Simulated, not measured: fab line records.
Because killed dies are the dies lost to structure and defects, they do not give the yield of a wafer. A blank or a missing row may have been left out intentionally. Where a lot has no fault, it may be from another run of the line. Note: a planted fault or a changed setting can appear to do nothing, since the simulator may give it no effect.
Matching of chambers    flow nand harc    ald hk-03 running NHARC_A_CHANNEL_FILL_D1_ALD_14: 4 sister chambers
The step deposits SiO2, target thk 2.5 nm, pulse time 10 s, ald cycles 25. 8 wafers are shown with their chamber, then 10 later ones without.

WAFERS, EACH WITH ITS CHAMBER
wafer   chamber  heater power w (W)  precursor pulse height rel
L083.2  0        474                 0.994
L083.4  3        519                 0.990
L084.2  3        514                 0.978
L084.6  0        480                 1.002
L085.3  1        499                 0.989
L085.6  1        505                 1.000
L086.1  2        412                 0.978
L086.5  2        409                 1.053

WAFERS WITH NO CHAMBER GIVEN
wafer   heater power w (W)  precursor pulse height rel
L086.6  503                 1.012
L091.1  401                 0.989
L091.2  517                 1.002
L091.3  482                 1.043
L092.2  514                 1.033
L092.4  488                 0.984
L092.6  490                 1.018
L095.2  481                 1.016
L095.3  453                 1.000
L095.6  489                 1.003

THE CHAMBER EACH PASSED THROUGH
wafer    from the rows above       in truth
L086.6   1                         1
L091.1   2                         2
L091.2   3                         3
L091.3   0                         0
L092.2   can't be placed: 3 or 1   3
L092.4   can't be placed: 0 or 1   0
L092.6   can't be placed: 1 or 0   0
L095.2   0                         0
L095.3   0                         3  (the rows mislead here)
L095.6   can't be placed: 0 or 1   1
5 of 10 placed correctly. Cannot be placed on the basis of these rows: 4; the candidates contain the true chamber in 4. Wrongly placed: 1.
How it was worked out, from the rows above alone: a wafer's distance from a chamber is the root of the sum, over the readings, of the square of ((its reading less the chamber's mean) divided by the reading's scatter). If the next closest chamber is less than 2 further off than the closest, the wafer can't be placed; otherwise it belongs to the closest. For every chamber, the mean is computed from those of its wafers that are shown. The scatter: the root of (the sum of the squares of (reading less its chamber's mean) over the shown wafers, divided by (wafers less chambers)).
